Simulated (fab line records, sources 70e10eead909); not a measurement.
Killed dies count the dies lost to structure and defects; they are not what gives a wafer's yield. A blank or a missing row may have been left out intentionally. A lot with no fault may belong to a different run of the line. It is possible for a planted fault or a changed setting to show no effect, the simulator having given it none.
Chamber matching | flow nandHarc | NHARC_P_M1_DEP_33 on pecvd-02: 3 sister chambers
The step deposits SiCN, target thk 30 nm. 3 wafers are shown with their chamber, then 7 later ones without.

## EACH WAFER AND ITS CHAMBER
wafer  | chamber | heaterPowerW (W)
L083.6 | 0       | 535
L084.1 | 2       | 663
L084.3 | 1       | 529

## WAFERS WHOSE CHAMBER IS MISSING
wafer  | heaterPowerW (W)
L084.6 | 509
L089.2 | 636
L089.3 | 645
L089.4 | 587
L091.2 | 604
L091.4 | 653
L091.5 | 611

## THE CHAMBER EACH PASSED THROUGH
wafer  | from the rows above          | in truth
L084.6 | can't be placed: 1 or 0      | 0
L089.2 | can't be placed: 2 or 0      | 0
L089.3 | 2                            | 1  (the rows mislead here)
L089.4 | can't be placed: 0 or 1 or 2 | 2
L091.2 | can't be placed: 2 or 0 or 1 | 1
L091.4 | 2                            | 2
L091.5 | can't be placed: 2 or 0 or 1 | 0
Correct placement for 1 of the 7. From these rows, 5 cannot be placed; in 5 the true chamber is one of the candidates. 1 placed wrongly.
How it was worked out, from the rows above alone: a wafer's distance from a chamber is the root of the sum, over the readings, of the square of ((its reading less the chamber's mean) divided by the reading's scatter). The wafer belongs to the nearest chamber; if the next one is less than 2 further off, it can't be placed. For every chamber, the mean is computed from those of its wafers that are shown. The scatter: root of mean squared gap, hidden wafer to nearest shown wafer, with one shown wafer a chamber.
